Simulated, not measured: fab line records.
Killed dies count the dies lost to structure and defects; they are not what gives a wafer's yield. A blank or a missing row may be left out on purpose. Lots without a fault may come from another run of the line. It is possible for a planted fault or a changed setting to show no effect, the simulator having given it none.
Matching of chambers | flow n5_finfet | N5_BEOL_M15_ETCH_59 on rie_diel-01 has 4 sister chambers
The step etches BARC in N2/H2, target depth 89 nm, overetch 26.7 nm, time 67.9 s. 16 wafers are shown with their chamber, then 8 later ones without.

## EACH WAFER AND ITS CHAMBER
wafer  | chamber | showerhead_plenum_p_Torr (Torr) | drypump_motor_current_A (A) | throttle_valve_pct (%)
L076.2 | 3       | 2.51                            | 6.3                         | 17.91
L076.3 | 1       | 2.67                            | 5.9                         | 17.64
L076.4 | 0       | 2.57                            | 5.8                         | 17.81
L082.1 | 1       | 2.66                            | 5.9                         | 17.65
L082.4 | 3       | 2.51                            | 6.4                         | 17.92
L082.5 | 0       | 2.57                            | 5.8                         | 17.82
L084.1 | 3       | 2.51                            | 6.4                         | 17.93
L084.2 | 1       | 2.66                            | 5.9                         | 17.68
L084.4 | 1       | 2.66                            | 5.9                         | 17.66
L090.1 | 0       | 2.56                            | 5.8                         | 17.86
L090.4 | 3       | 2.50                            | 6.3                         | 17.96
L090.5 | 3       | 2.50                            | 6.2                         | 17.96
L093.3 | 1       | 2.65                            | 5.9                         | 17.71
L093.4 | 0       | 2.56                            | 5.8                         | 17.87
L093.6 | 2       | 2.62                            | 5.7                         | 17.72
L094.1 | 0       | 2.56                            | 5.8                         | 17.88

SIGNATURES (means of the wafers above)
reading                  | chamber 0 | chamber 1 | chamber 2 | chamber 3 | scatter within a chamber
showerhead_plenum_p_Torr | 2.5640    | 2.6600    | 2.6200    | 2.5060    | 0.00606
drypump_motor_current_A  | 5.800     | 5.900     | 5.700     | 6.320     | 0.0483
throttle_valve_pct       | 17.8480   | 17.6680   | 17.7200   | 17.9360   | 0.0275
Rule: a wafer lies at a distance from a chamber equal to the root of the sum of squares, over the readings, of (its reading less the chamber's mean, divided by the reading's scatter). The wafer belongs to the nearest chamber; if the next one is less than 2 further off, it can't be placed. The scatter is the square root of a quotient: the sum, over the shown wafers, of each reading's squared deviation from its chamber's mean, divided by wafers minus chambers.

## WAFERS WITH NO CHAMBER GIVEN
wafer  | showerhead_plenum_p_Torr (Torr) | drypump_motor_current_A (A) | throttle_valve_pct (%)
L094.4 | 2.62                            | 5.7                         | 17.73
L094.5 | 2.50                            | 6.3                         | 17.96
L096.3 | 2.56                            | 5.8                         | 17.89
L096.5 | 2.56                            | 5.8                         | 17.88
L096.6 | 2.65                            | 5.9                         | 17.69
L095.1 | 2.62                            | 5.7                         | 17.72
L095.4 | 2.62                            | 5.7                         | 17.71
L095.6 | 2.65                            | 5.9                         | 17.71

## WHICH CHAMBER EACH ONE RAN IN
wafer  | from the rows above | in truth
L094.4 | 2                   | 2
L094.5 | 3                   | 3
L096.3 | 0                   | 0
L096.5 | 0                   | 0
L096.6 | 1                   | 1
L095.1 | 2                   | 2
L095.4 | 2                   | 2
L095.6 | 1                   | 1
Placed correctly: 8 of 8. Left unplaced by these rows: 0. 0 placed wrongly.
